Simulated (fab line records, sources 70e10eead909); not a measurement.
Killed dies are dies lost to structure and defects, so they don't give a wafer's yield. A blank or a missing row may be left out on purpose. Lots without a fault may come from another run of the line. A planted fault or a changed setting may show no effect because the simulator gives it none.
Chamber matching | flow nand_harc | NHARC_P_M2_DEP_33 on pecvd-03: 3 sister chambers
The step deposits SiCN, target thk 30 nm. 14 wafers are shown with their chamber, then 7 later ones without.

WAFERS WITH THEIR CHAMBER
wafer  | chamber | heater_power_w (W)
L805.2 | 0       | 445
L805.5 | 2       | 532
L805.6 | 1       | 613
L811.3 | 2       | 610
L811.4 | 2       | 632
L811.5 | 0       | 431
L813.2 | 2       | 626
L813.3 | 0       | 505
L813.4 | 0       | 533
L821.2 | 2       | 595
L821.4 | 2       | 618
L821.5 | 2       | 620
L822.2 | 0       | 478
L822.3 | 2       | 562

SIGNATURES (means of the wafers above)
reading        | chamber 0 | chamber 1 | chamber 2 | scatter within a chamber
heater_power_w | 478.40    | 613.00    | 599.38    | 37.7
Rule: a wafer's distance from a chamber is the root of the sum, over the readings, of the square of ((its reading less the chamber's mean) divided by the reading's scatter). The wafer belongs to the nearest chamber; if the next one is less than 2 further off, it can't be placed. The scatter: the root of (the sum of the squares of (reading less its chamber's mean) over the shown wafers, divided by (wafers less chambers)).

WAFERS WITHOUT THEIR CHAMBER
wafer  | heater_power_w (W)
L822.5 | 488
L824.1 | 511
L824.2 | 663
L824.6 | 533
L823.1 | 606
L823.3 | 666
L823.6 | 619

WHICH CHAMBER EACH WENT THROUGH
wafer  | from the rows above          | in truth
L822.5 | 0                            | 0
L824.1 | can't be placed: 0 or 2 or 1 | 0
L824.2 | can't be placed: 1 or 2      | 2
L824.6 | can't be placed: 0 or 2 or 1 | 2
L823.1 | can't be placed: 2 or 1      | 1
L823.3 | can't be placed: 1 or 2      | 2
L823.6 | can't be placed: 1 or 2      | 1
Placed correctly: 1 of 7. Can't be placed from these rows: 6 (the true chamber is among the candidates in 6). Placed wrongly: 0.
